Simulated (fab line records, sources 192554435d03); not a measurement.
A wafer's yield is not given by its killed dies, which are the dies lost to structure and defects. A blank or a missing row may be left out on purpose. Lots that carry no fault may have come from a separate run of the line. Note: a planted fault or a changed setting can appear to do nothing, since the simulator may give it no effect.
Matching of chambers -- flow n5 finfet -- pecvd-03 running N5_BEOL_M11_PECVD_70: 3 sister chambers
The step deposits SiO2 from TEOS/O2, target thk 20 nm, time 22.7 s. 3 wafers are shown with their chamber, then 9 later ones without.

== WAFERS WITH THEIR CHAMBER ==
wafer,chamber,throttle valve pct (%)
L082.4,1,24.5
L085.4,2,22.0
L085.5,0,23.8

== WAFERS WITHOUT THEIR CHAMBER ==
wafer,throttle valve pct (%)
L091.1,23.5
L091.3,24.8
L091.6,23.6
L093.2,22.1
L093.3,24.5
L093.6,23.5
L094.1,23.4
L094.4,24.6
L094.5,23.6

== WHICH CHAMBER EACH ONE RAN IN ==
wafer,from the rows above,in truth
L091.1,0,0
L091.3,1,1
L091.6,0,0
L093.2,2,2
L093.3,1,1
L093.6,0,0
L094.1,0,0
L094.4,1,1
L094.5,0,0
Correctly placed: 9 of 9. From these rows, 0 cannot be placed. Number placed wrongly: 0.
How it was worked out, from the rows above alone: a wafer's distance from a chamber is the root of the sum, over the readings, of the square of ((its reading less the chamber's mean) divided by the reading's scatter). The wafer belongs to the nearest chamber; if the next one is less than 2 further off, it can't be placed. For every chamber, the mean is computed from those of its wafers that are shown. The scatter: root of mean squared gap, hidden wafer to nearest shown wafer, with one shown wafer a chamber.
